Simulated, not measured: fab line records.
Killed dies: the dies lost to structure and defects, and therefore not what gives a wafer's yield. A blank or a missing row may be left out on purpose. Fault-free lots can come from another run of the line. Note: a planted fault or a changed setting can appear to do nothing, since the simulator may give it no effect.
Struck lot and sound lot, side by side | flow n5_finfet | 34 out of 1938 route steps
Sound: wafers L673.2, L673.4, L673.6. Struck: wafers L661.3, L661.6. (L661.5 of the same lot was not struck and is left out.) The cause comes at the end.
Order at every step that has rows: each side's tool, ch and its chambers, its first start. Under that, the readings that differ: sound wafers | struck wafers | difference of the means | sigmas: that difference in standard deviations of wafers without a fault.
alike: readings with means less than 2 such deviations apart, plus words and numbers identical on both sides. not compared: withheld readings, readings lacking a value on some wafer, bounds such as >300 that could conceal the same value, and numbers that have no deviation in the record and whose values overlap.
A row with sigmas, a row that says differs or no value, or rows on one side alone: a step with any of these is where the two part. Numbers that don't overlap but have no deviation are shown without sigmas and don't part them. Lack of a reading on every wafer of one side parts them only where that side has two or more wafers.

first, 10 steps without rows for these wafers: N5_BEOL_M8_STRIP_80 (strips in N2/H2, time 10 s); N5_BEOL_M8_HM_STRIP_39 (strips TiN in peroxide tin strip, target depth 25 nm, time 158 s); N5_BEOL_M8_SRD_40 (time 30 s); N5_BEOL_M8_PRECLEAN_42 (cleans in residue remover, time 60 s); N5_BEOL_M8_SRD_43 (time 30 s); N5_BEOL_M8_CURE_75 (cures SiCOH lowk, time 120 s); N5_BEOL_M8_DEGAS_44 (time 60 s); N5_BEOL_M8_PRE_CLEAN_45 (time 30 s); N5_BEOL_M8_ALD_77 (deposits TaN, target thk 2 nm, pulse time 2 s, purge time 3 s); N5_BEOL_M8_SURFACE_TREAT_79.
N5_BEOL_M8_CVD_78: deposits Co from CCTBA/H2, target thk 2 nm, time 142.3 s.
  sound on cvd_co-01 ch 0,2, day 15 05:59; struck on cvd_co-01 ch 0,1, day 11 15:32
then, 22 steps without rows for these wafers: N5_BEOL_M8_SPUTTER_48 (material Cu, target thk 10 nm, time 1.667 s); N5_BEOL_M8_ECD_50 (material Cu, target thk 300 nm); N5_BEOL_M8_ANNEAL_51 (time 90 s); N5_BEOL_M8_CMP_52 (polishes, stops on SiCOH lowk, t overpolish 6.9 s, target thk 80 nm); N5_BEOL_M8_PRE_CLEAN_55 (time 15 s); N5_BEOL_M8_DEP_56 (deposits SiCN from 3MS/NH3, target thk 10 nm, time 17.5 s); N5_BEOL_M9_ILD_DEP_00 (deposits SiCOH lowk from DEMS/porogen, target thk 308.51 nm, time 58 s); N5_BEOL_M9_CURE_71 (cures SiCOH lowk, time 240 s); N5_BEOL_M9_PECVD_70 (deposits SiO2 from TEOS/O2, target thk 20 nm, time 22.7 s); N5_BEOL_M9_HM_DEP_02 (deposits TiN, target thk 20 nm); N5_BEOL_M9_COAT_59 (time 60 s, resist thk 100 nm); N5_BEOL_M9_COAT_60 (time 60 s, resist thk 30 nm); N5_BEOL_M9_COAT_05 (resist thk 90 nm); N5_BEOL_M9_EBR_07; N5_BEOL_M9_SOFTBAKE_06 (time 60 s); N5_BEOL_M9_EXPOSE_08 (exposes mask M9); N5_BEOL_M9_PEB_09 (peb time 60 s); N5_BEOL_M9_DEVELOP_10 (develop time 30 s); N5_BEOL_M9_DESCUM_16 (chemistry O2, time 7.9 s); N5_BEOL_M9_ETCH_61 (etches SiARC in CF4, target depth 39 nm, time 65 s); N5_BEOL_M9_ETCH_62 (etches SOC in N2/H2, target depth 110 nm, overetch 22 nm, time 165 s); N5_BEOL_M9_STRIP_68 (strips in N2/H2).
-- the record jumps here: 3 days lie between the struck wafers' starts before and after (it left off in module BEOL_M9 and takes up again in module PASSIVATION, whose first step shown is number 1936 of the route) --
N5_PASSIVATION_PROBE_49:
  sound on prober-02, day 18 05:39; struck on prober-02, day 14 09:31
  reading                  | sound          | struck    | difference | sigmas
  defect_limited_yield (%) | 92.3 92.2 93.6 | 81.5 78.8 | -12.5      | -9
  killed_at_M4_up          | 10 12 10       | 151 159   | +144       | +27
  killed_dies              | 91 92 76       | 218 250   | +148       | +9
  sort_bin_5_function (%)  | 4.1 4.2 4.1    | 11.9 11.9 | +7.8       | +8
  sort_bin_6_memory (%)    | 3.2 3.5 2.2    | 3.5 6.2   | +1.9       | +3
  sort_n_pass              | 1089 1088 1104 | 962 930   | -148       | -9
  sort_yield_pct (%)       | 92.3 92.2 93.6 | 81.5 78.8 | -12.5      | -9
  alike: killed_at_M0_to_M3, killed_at_contacts, killed_at_front_end, killed_at_other, killed_open, killed_short

== WHERE THEY PART ==
Within this record, at N5_PASSIVATION_PROBE_49 only.

WHY: what had been put in by the simulator
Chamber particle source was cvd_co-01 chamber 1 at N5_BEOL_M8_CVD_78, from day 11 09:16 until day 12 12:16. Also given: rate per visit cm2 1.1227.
